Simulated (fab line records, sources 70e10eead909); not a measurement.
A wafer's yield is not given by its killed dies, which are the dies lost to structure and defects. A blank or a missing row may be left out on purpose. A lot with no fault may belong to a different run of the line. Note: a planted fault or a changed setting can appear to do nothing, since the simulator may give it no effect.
Struck lot and sound lot, side by side / flow nand_harc / 15 out of 1302 route steps
Sound: the wafers L965.1, L965.2, L965.4. Struck: wafers L973.1, L973.5. (L973.2 of the same lot was not struck and is left out.) The cause comes at the end.
At each step with rows: each side's tool, then ch and its chambers, then its first start. Under that, the readings that differ: sound wafers / struck wafers / difference of the means / sigmas: that difference in standard deviations of wafers without a fault.
alike: words and numbers the same on both sides, and readings whose means are apart by under 2 such deviations; not compared: readings that were withheld, readings missing a value for some wafer, numbers with overlapping values and no deviation given by the record, and bounds like >300 which may hide the same value.
The two part at a step that has a row with sigmas, a row that says differs or no value, or rows on one side only. Non-overlapping numbers with no deviation appear without sigmas and do not part them. A reading that every wafer of one side lacks parts them only if that side has two wafers or more.

NHARC_P_M0_OVL_MEAS_10: pitch 180 nm.
  sound: overlay-02 at day 6 17:35; struck: overlay-01 at day 10 01:49
  alike: overlay_x_nm, overlay_y_nm
NHARC_P_M0_INSPECT_11:
  sound: defect_inspect-02 at day 6 17:38; struck: defect_inspect-01 at day 10 01:52
  alike: raw_defect_count
then, 1 step without rows for these wafers: NHARC_P_M0_DESCUM_14 (chemistry O2, time 3 s).
NHARC_P_M0_ETCH_34: etches the open film in N2/H2, target depth 40 nm, overetch 12 nm, time 43.94 s.
  sound on rie_diel-13 ch 1,2,3, day 6 17:46; struck on rie_diel-13 ch 1,3, day 10 02:01
  alike: drypump_motor_current_A, oes_product_au, rf_vpp_V, showerhead_plenum_p_Torr, throttle_valve_pct
  not compared: rf_hours_counter_h
NHARC_P_M0_ETCH_15: etches the open film in C4F8/Ar, target depth 150 nm, overetch 15 nm, time 82.5 s.
  sound on rie_diel-13 ch 0,1,2; struck on rie_diel-13 ch 0,1
  alike: oes_product_au, rf_vpp_V
  not compared: rf_hours_counter_h
NHARC_P_M0_CD_MEAS_16:
  sound: cd_sem-02 at day 6 17:59; struck: cd_sem-02 at day 10 02:13
  alike: cd_nm
then, 2 steps without rows for these wafers: NHARC_P_M0_STRIP_18 (strips in N2/H2); NHARC_P_M0_STRIP_19 (strips in post etch residue remover, time 600 s).
NHARC_P_M0_DEGAS_28: time 60 s.
  sound: pvd_sputter-03 at day 6 18:36; struck: pvd_sputter-01 at day 10 02:50
  alike: heater_power_w
then, 1 step without rows for these wafers: NHARC_P_M0_PRE_CLEAN_29 (time 30 s).
NHARC_P_M0_PVD_20: deposits TaN, target thk 5 nm, time 8.06 s.
  sound on pvd_sputter-03; struck on pvd_sputter-01
  alike: throttle_valve_pct
then, 1 step without rows for these wafers: NHARC_P_M0_PVD_21 (deposits Cu, target thk 30 nm, time 20.49 s).
NHARC_P_M0_ECD_22: material Cu, target thk 400 nm.
  sound on ecd_cu-02 ch 0,1, day 6 18:58; struck on ecd_cu-01 ch 0,1, day 10 03:12
NHARC_P_M0_ANNEAL_30: time 90 s.
  sound on rtp_anneal-02 ch 0, day 6 19:20; struck on rtp_anneal-01 ch 0, day 10 03:35
  alike: anneal_temp_c, wafer_temp_C_max
NHARC_P_M0_CMP_23: polishes, t overpolish 20 s, target thk 117.54 nm.
  sound on cmp-03 ch 0,2,3, day 6 19:41; struck on cmp-01 ch 1,3, day 10 03:59
reading=time_to_endpoint_s (s); sound=30.0 25.7 28.8; struck=8.1 9.3; difference=-19.5; sigmas=-8
  alike: motor_current_A, slurry_flow_ml_min

WHERE THEY PART
At NHARC_P_M0_CMP_23 and nowhere else, as far as this record goes.

WHY: whatever the simulator had introduced
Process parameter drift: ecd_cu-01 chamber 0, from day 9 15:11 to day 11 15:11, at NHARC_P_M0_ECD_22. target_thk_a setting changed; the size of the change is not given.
